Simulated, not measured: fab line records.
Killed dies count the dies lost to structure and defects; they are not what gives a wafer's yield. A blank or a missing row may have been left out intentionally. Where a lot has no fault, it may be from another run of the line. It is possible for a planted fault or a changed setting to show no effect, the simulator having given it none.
Which tool did it? + flow n5Finfet + Sampling: 9 lots, 27 wafers, 6 of 1938 route steps

## WHAT THE GAUGES READ, wafer by wafer
N5_FIN_SAQP_INSPECT_40: inspects for defects (brightfield). Usual: rawDefectCount at 232, with a standard deviation of 77.
| lot  | measured    | on               | rawDefectCount | flag |
|------|-------------|------------------|----------------|------|
| L811 | day 2 08:09 | defectInspect-01 | 359 383 303    |      |
| L812 | day 2 14:13 | defectInspect-01 | 219 241 153    |      |
| L818 | day 4 02:33 | defectInspect-01 | 205 223 261    |      |
| L820 | day 4 15:18 | defectInspect-01 | 317 1380 1372  | OFF  |
| L821 | day 4 20:18 | defectInspect-01 | 288 1459 337   | OFF  |
| L827 | day 6 08:01 | defectInspect-01 | 150 216 136    |      |
| L828 | day 6 13:47 | defectInspect-02 | 183 151 203    |      |
| L829 | day 6 20:58 | defectInspect-01 | 221 175 173    |      |
| L831 | day 7 08:10 | defectInspect-01 | 217 223 320    |      |

N5_FIN_CUT_INSPECT_10: inspects for defects (brightfield). Usual: rawDefectCount at 42, with a standard deviation of 13.
| lot  | measured    | on               | rawDefectCount | flag |
|------|-------------|------------------|----------------|------|
| L811 | day 2 08:32 | defectInspect-02 | 50 46 58       |      |
| L812 | day 2 14:37 | defectInspect-01 | 51 33 30       |      |
| L818 | day 4 02:57 | defectInspect-02 | 42 44 42       |      |
| L820 | day 4 15:50 | defectInspect-02 | 39 1258 1184   | OFF  |
| L821 | day 4 20:41 | defectInspect-02 | 56 1266 56     | OFF  |
| L827 | day 6 08:31 | defectInspect-01 | 40 49 32       |      |
| L828 | day 6 14:10 | defectInspect-01 | 41 20 32       |      |
| L829 | day 6 21:30 | defectInspect-02 | 41 35 29       |      |
| L831 | day 7 08:34 | defectInspect-01 | 38 52 50       |      |

## WHICH TOOL RAN EACH LOT (tool, then ch and the chambers of the sampled wafers, then the start)
| lot  | N5_FIN_SAQP_SPACER1_ALD_24      | N5_FIN_SAQP_ETCH_69              | N5_FIN_SAQP_STRIP_70             | N5_FIN_SAQP_STRIP_77             |
|------|---------------------------------|----------------------------------|----------------------------------|----------------------------------|
| L811 | aldSin-02 ch 0,1,2, day 2 04:55 | rieDiel-02 ch 0,1,2, day 2 06:34 | rieDiel-02 ch 0,1,2, day 2 06:40 | rieDiel-02 ch 1,2,3, day 2 07:43 |
| L812 | aldSin-02 ch 1,2,3, day 2 11:04 | rieDiel-02 ch 0,1,2, day 2 12:48 | rieDiel-02 ch 0,1,2, day 2 12:54 | rieDiel-03 ch 0,1,2, day 2 13:47 |
| L818 | aldSin-02 ch 0,2, day 3 23:23   | rieDiel-03 ch 0,2,3, day 4 01:01 | rieDiel-03 ch 0,2,3, day 4 01:07 | rieDiel-02 ch 0,1,3, day 4 02:04 |
| L820 | aldSin-02 ch 1,3, day 4 11:52   | rieDiel-06 ch 1,3, day 4 13:38   | rieDiel-06 ch 1,3, day 4 13:44   | rieDiel-06 ch 1,2, day 4 14:52   |
| L821 | aldSin-02 ch 0,1,3, day 4 17:13 | rieDiel-06 ch 0,1,3, day 4 18:53 | rieDiel-06 ch 0,1,3, day 4 18:59 | rieDiel-06 ch 0,1,3, day 4 19:51 |
| L827 | aldSin-04 ch 1,2, day 6 04:57   | rieDiel-02 ch 0,1, day 6 06:36   | rieDiel-02 ch 0,1, day 6 06:42   | rieDiel-02 ch 0,2, day 6 07:34   |
| L828 | aldSin-04 ch 1,3, day 6 10:37   | rieDiel-03 ch 1,2, day 6 12:17   | rieDiel-03 ch 1,2, day 6 12:23   | rieDiel-03 ch 0,1,2, day 6 13:20 |
| L829 | aldSin-01 ch 1,3, day 6 17:45   | rieDiel-06 ch 0,1, day 6 19:23   | rieDiel-06 ch 0,1, day 6 19:29   | rieDiel-06 ch 0,2, day 6 20:31   |
| L831 | aldSin-01 ch 2,3, day 7 04:50   | rieDiel-06 ch 1,3, day 7 06:46   | rieDiel-06 ch 1,3, day 7 06:52   | rieDiel-03 ch 0,3, day 7 07:44   |
- N5_FIN_SAQP_SPACER1_ALD_24: deposits SiO2, target thk 20.3 nm, pulse time 1 s, purge time 2 s.
- N5_FIN_SAQP_ETCH_69: etches SOC in N2/H2, stops on SiNx, target depth 150 nm.
- N5_FIN_SAQP_STRIP_70: strips in N2/H2.
- N5_FIN_SAQP_STRIP_77: strips in N2/H2, time 90 s.

## AS READ BY THE TOOLS THEMSELVES (means over the sampled wafers that have a number; for cases with no such wafer, the mark the record gives instead)
N5_FIN_SAQP_SPACER1_ALD_24. Usual: heaterPowerW 487 W, standard deviation 40; precursorPulseHeightRel 1.000, standard deviation 0.019.
| lot  | tool      | heaterPowerW (W) | precursorPulseHeightRel | flag |
|------|-----------|------------------|-------------------------|------|
| L811 | aldSin-02 | 500              | 1.018                   |      |
| L812 | aldSin-02 | 470              | 0.983                   |      |
| L818 | aldSin-02 | 536              | 0.993                   |      |
| L820 | aldSin-02 | 481              | 0.989                   |      |
| L821 | aldSin-02 | 504              | 1.000                   |      |
| L827 | aldSin-04 | 519              | 0.994                   |      |
| L828 | aldSin-04 | 486              | 1.009                   |      |
| L829 | aldSin-01 | 497              | 0.994                   |      |
| L831 | aldSin-01 | 452              | 0.994                   |      |

N5_FIN_SAQP_ETCH_69. Usual: chamberPressureMTorr 30.005 mTorr, standard deviation 0.029; drypumpMotorCurrentA 5.7 A, standard deviation 0.32; oesProductAu 0.75 a.u., standard deviation 0.053; rfVppV 240.8 V, standard deviation 1.4; showerheadPlenumPTorr 2.55 Torr, standard deviation 0.093; throttleValvePct 17.90 %, standard deviation 0.2.
| lot  | tool       | chamberPressureMTorr (mTorr) | drypumpMotorCurrentA (A) | oesProductAu (a.u.) | rfVppV (V) | showerheadPlenumPTorr (Torr) | throttleValvePct (%) | flag |
|------|------------|------------------------------|--------------------------|---------------------|------------|------------------------------|----------------------|------|
| L811 | rieDiel-02 | 30.004                       | 5.6                      | 0.74                | 240.4      | 2.57                         | 17.79                |      |
| L812 | rieDiel-02 | 30.006                       | 5.6                      | 0.74                | 241.5      | 2.57                         | 17.79                |      |
| L818 | rieDiel-03 | 30.000                       | 5.8                      | 0.82                | 241.7      | 2.57                         | 17.81                |      |
| L820 | rieDiel-06 | 29.975                       | 5.3                      | 0.75                | 239.8      | 2.47                         | 17.76                |      |
| L821 | rieDiel-06 | 30.022                       | 5.5                      | 0.75                | 240.9      | 2.55                         | 17.88                |      |
| L827 | rieDiel-02 | 30.003                       | 5.8                      | 0.72                | 240.9      | 2.59                         | 17.95                |      |
| L828 | rieDiel-03 | 30.023                       | 5.6                      | 0.71                | 241.4      | 2.60                         | 17.83                |      |
| L829 | rieDiel-06 | 30.015                       | 5.5                      | 0.74                | 241.2      | 2.57                         | 18.10                |      |
| L831 | rieDiel-06 | 30.031                       | 5.3                      | 0.73                | 240.0      | 2.50                         | 17.97                |      |

N5_FIN_SAQP_STRIP_70. Usual: for chamberPressureMTorr, 50.00 mTorr with a standard deviation of 0.048; for drypumpMotorCurrentA, 5.7 A with a standard deviation of 0.32; for oesProductAu, 0.76 a.u. with a standard deviation of 0.054; for rfVppV, 121.9 V with a standard deviation of 1.1; for showerheadPlenumPTorr, 3.37 Torr with a standard deviation of 0.12; for tempC, 40.00 C with a standard deviation of 0.12; for throttleValvePct, 19.09 % with a standard deviation of 0.26.
| lot  | tool       | chamberPressureMTorr (mTorr) | drypumpMotorCurrentA (A) | oesProductAu (a.u.) | rfVppV (V) | showerheadPlenumPTorr (Torr) | tempC (C) | throttleValvePct (%) | flag |
|------|------------|------------------------------|--------------------------|---------------------|------------|------------------------------|-----------|----------------------|------|
| L811 | rieDiel-02 | 50.04                        | 5.6                      | 0.75                | 121.2      | 3.39                         | 39.95     | 18.91                |      |
| L812 | rieDiel-02 | 50.02                        | 5.6                      | 0.74                | 121.7      | 3.39                         | 39.92     | 18.91                |      |
| L818 | rieDiel-03 | 49.98                        | 5.9                      | 0.83                | 122.4      | 3.39                         | 39.93     | 19.26                |      |
| L820 | rieDiel-06 | 50.03                        | 5.3                      | 0.76                | 120.5      | 3.27                         | 40.08     | 18.88                |      |
| L821 | rieDiel-06 | 50.01                        | 5.5                      | 0.76                | 120.9      | 3.37                         | 40.03     | 19.00                |      |
| L827 | rieDiel-02 | 50.00                        | 5.8                      | 0.72                | 121.5      | 3.42                         | 40.05     | 19.19                |      |
| L828 | rieDiel-03 | 50.01                        | 5.6                      | 0.72                | 122.4      | 3.43                         | 40.09     | 19.10                |      |
| L829 | rieDiel-06 | 49.97                        | 5.6                      | 0.74                | 122.1      | 3.40                         | 40.12     | 19.21                |      |
| L831 | rieDiel-06 | 50.02                        | 5.3                      | 0.74                | 121.6      | 3.30                         | 40.06     | 19.11                |      |

N5_FIN_SAQP_STRIP_77. Usual: for chamberPressureMTorr, 99.99 mTorr with a standard deviation of 0.086; for drypumpMotorCurrentA, 5.7 A with a standard deviation of 0.32; for oesProductAu, 0.76 a.u. with a standard deviation of 0.06; for rfVppV, 45.3 V with a standard deviation of 0.85; for showerheadPlenumPTorr, 3.39 Torr with a standard deviation of 0.12; for tempC, 40.00 C with a standard deviation of 0.1; for throttleValvePct, 12.31 % with a standard deviation of 0.19.
| lot  | tool       | chamberPressureMTorr (mTorr) | drypumpMotorCurrentA (A) | oesProductAu (a.u.) | rfVppV (V) | showerheadPlenumPTorr (Torr) | tempC (C) | throttleValvePct (%) | flag |
|------|------------|------------------------------|--------------------------|---------------------|------------|------------------------------|-----------|----------------------|------|
| L811 | rieDiel-02 | 100.04                       | 5.6                      | 0.77                | 45.9       | 3.41                         | 40.03     | 12.40                |      |
| L812 | rieDiel-03 | 100.02                       | 5.6                      | 0.77                | 45.1       | 3.39                         | 40.01     | 12.23                |      |
| L818 | rieDiel-02 | 99.98                        | 5.7                      | 0.74                | 44.4       | 3.40                         | 39.94     | 12.41                |      |
| L820 | rieDiel-06 | 100.00                       | 6.0                      | 0.74                | 44.8       | 3.27                         | 40.02     | 12.47                |      |
| L821 | rieDiel-06 | 100.00                       | 5.5                      | 0.75                | 45.1       | 3.38                         | 39.96     | 12.27                |      |
| L827 | rieDiel-02 | 100.02                       | 5.6                      | 0.71                | 44.5       | 3.35                         | 39.99     | 12.21                |      |
| L828 | rieDiel-03 | 99.98                        | 5.7                      | 0.74                | 45.9       | 3.37                         | 39.99     | 12.32                |      |
| L829 | rieDiel-06 | 100.05                       | 6.0                      | 0.73                | 45.3       | 3.41                         | 39.93     | 12.41                |      |
| L831 | rieDiel-03 | 99.97                        | 5.7                      | 0.81                | 45.4       | 3.37                         | 40.03     | 12.29                |      |

## THE ANSWER, worked out from the rows above alone
Rule: a lot is off if the mean of its wafers that have a number lies more than 3 standard deviations from the usual mean. Also off: a lot with no number at a reading for which 4 or more lots have one. Where the step has rows for the other lots, those lots are counted as sound. After the gauges, taken in route order, come the tools' own readings; for these a lot's mean is taken, as printed above. The first step at which some lot is off is used, and at that step the reading that is off furthest; a lot without a number counts as furthest.
Off, at N5_FIN_SAQP_INSPECT_40 on rawDefectCount: L820, L821.
If a tool, at a process step before that reading, ran all the lots that are off and no sound lot after the first of them, it fits. The gauges at N5_FIN_SAQP_INSPECT_40 aren't tried: what is off there is off at N5_FIN_CUT_INSPECT_10 too, on other tools, and a gauge's error can't cause that. One fits: aldSin-02 at N5_FIN_SAQP_SPACER1_ALD_24. Its last sound lot is L818 (day 3 23:23), its first lot that is off L820 (day 4 11:52): a fault that began between those two fits.

## WHAT THE SIMULATOR PUT IN
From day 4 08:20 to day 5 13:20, aldSin-02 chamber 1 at N5_FIN_SAQP_SPACER1_ALD_24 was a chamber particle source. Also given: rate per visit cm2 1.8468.
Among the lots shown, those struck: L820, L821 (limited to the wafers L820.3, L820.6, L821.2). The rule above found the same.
